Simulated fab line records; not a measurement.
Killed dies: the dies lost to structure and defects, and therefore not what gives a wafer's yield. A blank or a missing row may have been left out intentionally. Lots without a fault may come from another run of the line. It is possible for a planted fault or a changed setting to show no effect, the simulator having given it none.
8D (eight disciplines) problem report, filled in by code | flow n5 finfet | the parts of the form that need people (team, actions taken, sign-off) are left out

== 1. WHAT WENT WRONG ==
At N5_BEOL_M2_ETCH_70, run length s averages 169.3 s over 3 wafers from 2 lots, while fault-free wafers read 153.3 s, standard deviation 0.47. That is +34 standard deviations from the usual mean.
The step: etches SOC in N2/H2, target depth 80 nm, overetch 24 nm, time 130 s.
First observed at day 11 17:52: wafer L518.3, on rie diel-03. Wafers with a number at this step in the record: 27, from 9 lots. By rule, "out" or "out of limits" means more than 4 standard deviations away from the usual mean. The rest of the wafers with a number are treated as sound.

== 2. WHAT IT IS, AND WHAT IT ISN'T ==
question                    | is                     | is not
which readings at this step | run length s           | drypump motor current A, h2 flow sccm, oes product au, rf vpp V, showerhead plenum p Torr, throttle valve pct
which lots                  | L518, L520             | L503, L505, L507, L510, L522, L523, L524
which wafers of those lots  | L518.3, L520.2, L520.4 | L518.5, L518.6, L520.1
read on which tools         | rie diel-03            | rie diel-01, rie diel-05
when                        | from day 11 17:52      | up to then (14 sound wafers); but 10 sound wafers of L520, L522, L523, L524 came after

== 3. THE SUSPECTS, EACH WITH WHAT RULES IT OUT ==
Counting: a tool at a process step up to the reading stays a suspect if it ran every lot that is out. Sound lots after the first of them don't rule it out here, since some wafers of a struck lot are sound.
- rie diel-03 at N5_BEOL_M2_ETCH_70 (etches SOC in N2/H2, target depth 80 nm, overetch 24 nm, time 130 s): kept. Every lot that is out went through it, the first being L518 (day 11 17:52); the last sound lot it ran before that was L505 (day 8 07:40). Out on those wafers are its own readings of run length s.
After counting, what remains is rie diel-03 at N5_BEOL_M2_ETCH_70.

== 4. THE CAUSE (what the simulator had put in) ==
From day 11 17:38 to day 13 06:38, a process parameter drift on rie diel-03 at N5_BEOL_M2_ETCH_70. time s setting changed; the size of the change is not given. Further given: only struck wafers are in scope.
This tool alone remained once counting was done.

== 5. SEQUENCE OF EFFECTS, ordered by route ==
Each row: a reading whose mean over the struck wafers that have a number lies more than 3 standard deviations from the usual. Readings are gone through only where the record gives a usual standard deviation; hours: the median, over the lots, of the time from a lot's start at the first step in this table giving one to that lot's start at this step; sigmas: the change measured in usual standard deviations.
hours | step               | reading      | usual   | on struck wafers | change | sigmas
0     | N5_BEOL_M2_ETCH_70 | run length s | 153.3 s | 169.3            | +16.0  | +34
Process steps it contains:
- N5_BEOL_M2_ETCH_70: etches SOC in N2/H2, target depth 80 nm, overetch 24 nm, time 130 s.
Later steps that measure or inspect, where all struck wafers having a row at the step show a number for every such reading and not one has moved that far: N5_BEOL_M4_RC_MEAS_101.

== 6. WHAT WOULD HAVE CAUGHT IT SOONER ==
In this record the first reading out of limits was taken at day 11 17:52, 0 hours after the fault began at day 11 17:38.
